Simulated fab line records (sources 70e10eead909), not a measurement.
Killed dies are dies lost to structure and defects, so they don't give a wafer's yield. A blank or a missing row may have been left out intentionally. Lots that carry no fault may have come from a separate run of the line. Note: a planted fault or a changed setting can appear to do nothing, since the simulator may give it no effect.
Struck lot and sound lot, side by side :: flow nand harc :: 41 out of 1159 route steps
Sound: the wafers L941.1, L941.2, L941.5. Struck: wafer L955.3. Last of all comes the cause.
Each step with rows lists, per side, the tool, then ch with its chambers, then its first start. Under that, the readings that differ: sound wafers :: struck wafers :: difference of the means :: sigmas: that difference in standard deviations of wafers without a fault.
alike: a reading whose means differ by less than 2 such deviations, as well as words and numbers matching on both sides. not compared: withheld readings; readings where some wafer has no value; bounds like >300 that might hide an equal value; numbers whose values overlap and for which the record gives no deviation.
The two part at a step that has a row with sigmas, a row that says differs or no value, or rows on one side only. Non-overlapping numbers with no deviation appear without sigmas and do not part them. Lack of a reading on every wafer of one side parts them only where that side has two or more wafers.

first, 2 steps without rows for these wafers: NHARC_A_STAIRCASE_ETCH_223 (etches the open film in C4F8/O2, target depth 100 nm, time 40.5 s); NHARC_A_STAIRCASE_TRIM_224 (chemistry O2, time 211.2 s).
NHARC_A_STAIRCASE_ETCH_225: etches the open film in C4F8/O2, target depth 100 nm, time 40.5 s.
  sound: rie diel-03 ch 0,1,3; struck: rie diel-03 ch 0
  alike: oes product au, rf vpp V
  not compared: rf hours counter h
NHARC_A_STAIRCASE_TRIM_226: chemistry O2, time 211.2 s.
  sound: rie diel-03 ch 0,2,3; struck: rie diel-03 ch 0
reading: rf vpp V (V)
sound: 58.5 58.3 57.7
struck: 56.4
difference: -1.8
sigmas: -2
  alike: drypump motor current A, o2 flow sccm, oes product au, showerhead plenum p Torr, throttle valve pct
  not compared: rf hours counter h
NHARC_A_STAIRCASE_ETCH_227: etches the open film in C4F8/O2, target depth 100 nm, time 40.5 s.
  sound: rie diel-03 ch 0,1; struck: rie diel-03 ch 0
  alike: oes product au, rf vpp V
  not compared: rf hours counter h
then, 1 step without rows for these wafers: NHARC_A_STAIRCASE_TRIM_229 (chemistry O2, time 211.2 s).
NHARC_A_STAIRCASE_ETCH_230: etches the open film in C4F8/O2, target depth 100 nm, time 40.5 s.
  sound: rie diel-03 ch 2,3; struck: rie diel-03 ch 0
  alike: oes product au, rf vpp V
  not compared: rf hours counter h
then, 1 step without rows for these wafers: NHARC_A_STAIRCASE_TRIM_231 (chemistry O2, time 211.2 s).
NHARC_A_STAIRCASE_ETCH_232: etches the open film in C4F8/O2, target depth 100 nm, time 40.5 s.
  sound: rie diel-03 ch 2,3; struck: rie diel-03 ch 0
  alike: oes product au, rf vpp V
  not compared: rf hours counter h
then, 2 steps without rows for these wafers: NHARC_A_STAIRCASE_TRIM_233 (chemistry O2, time 211.2 s); NHARC_A_STAIRCASE_ETCH_234 (etches the open film in C4F8/O2, target depth 100 nm, time 40.5 s).
NHARC_A_STAIRCASE_TRIM_235: chemistry O2, time 211.2 s.
  sound on rie diel-03 ch 1,2, day 11 19:25; struck on rie diel-03 ch 3, day 15 12:50
reading: drypump motor current A (A)
sound: 5.7 5.3 5.7
struck: 6.3
difference: +0.7
sigmas: +2
  alike: o2 flow sccm, oes product au, rf vpp V, showerhead plenum p Torr, throttle valve pct
  not compared: rf hours counter h
then, 27 steps without rows for these wafers: NHARC_A_STAIRCASE_ETCH_236 (etches the open film in C4F8/O2, target depth 100 nm, time 40.5 s); NHARC_A_STAIRCASE_STRIP_238 (strips in O2); NHARC_A_STAIRCASE_STRIP_239 (strips in SPM, time 900 s); NHARC_A_STAIRCASE_PRECLEAN_240 (cleans in SC1); NHARC_A_STAIRCASE_SRD_241; NHARC_A_STAIRCASE_DEHYDRATE_242 (time 120 s); NHARC_A_STAIRCASE_HMDS_243 (time 30 s); NHARC_A_STAIRCASE_COAT_244; NHARC_A_STAIRCASE_SOFTBAKE_245 (time 170 s); NHARC_A_STAIRCASE_EBR_246; NHARC_A_STAIRCASE_EXPOSE_247 (exposes mask SDS 1); NHARC_A_STAIRCASE_PEB_248 (peb time 130 s); NHARC_A_STAIRCASE_DEVELOP_249 (time 140 s); NHARC_A_STAIRCASE_HARDBAKE_251 (time 140 s); NHARC_A_STAIRCASE_DESCUM_252 (chemistry O2, time 3 s); NHARC_A_STAIRCASE_ETCH_253 (etches the open film in C4F8/O2, target depth 50 nm, time 20.2 s); NHARC_A_STAIRCASE_STRIP_254 (strips in O2); NHARC_A_STAIRCASE_STRIP_255 (strips in SPM, time 900 s); NHARC_A_STAIRCASE_PRECLEAN_256 (cleans in SC1); NHARC_A_STAIRCASE_SRD_257; NHARC_A_STAIRCASE_HM_DEP_456 (deposits aC, target thk 1500 nm); NHARC_A_STAIRCASE_DEP_259 (deposits SiON, target thk 30 nm); NHARC_A_STAIRCASE_DEHYDRATE_281 (time 120 s); NHARC_A_STAIRCASE_HMDS_282 (time 30 s); NHARC_A_STAIRCASE_COAT_283; NHARC_A_STAIRCASE_SOFTBAKE_284 (time 170 s); NHARC_A_STAIRCASE_EBR_285.
-- a jump in the record: the struck wafers' starts before and after are 3 days apart (it breaks off in module A_STAIRCASE and resumes in module A_SGD_CUT, where the first step shown is number 747 of the route) --
NHARC_A_SGD_CUT_DEP_00: deposits SiNx, target thk 50 nm.
  sound on pecvd-03 ch 0,2, day 14 08:14; struck on pecvd-02 ch 0, day 18 14:54
reading: hold
sound: - - -
struck: await dispo/5.3h/release
difference: no value on the sound wafers
sigmas: 
  alike: heater power w
-- the record jumps here: 6 days lie between the struck wafers' starts before and after (it left off in module A_SGD_CUT and takes up again in module END, whose first step shown is number 1159 of the route) --
NHARC_END_SORT_01:
  only the struck wafers appear in the record here, on prober-02 ch 0 at day 25 00:52; the sound ones have no rows

## WHERE THEY PART
At NHARC_A_STAIRCASE_TRIM_226 first; at NHARC_END_SORT_01 last (within this record only).

WHY: what the simulator had put in
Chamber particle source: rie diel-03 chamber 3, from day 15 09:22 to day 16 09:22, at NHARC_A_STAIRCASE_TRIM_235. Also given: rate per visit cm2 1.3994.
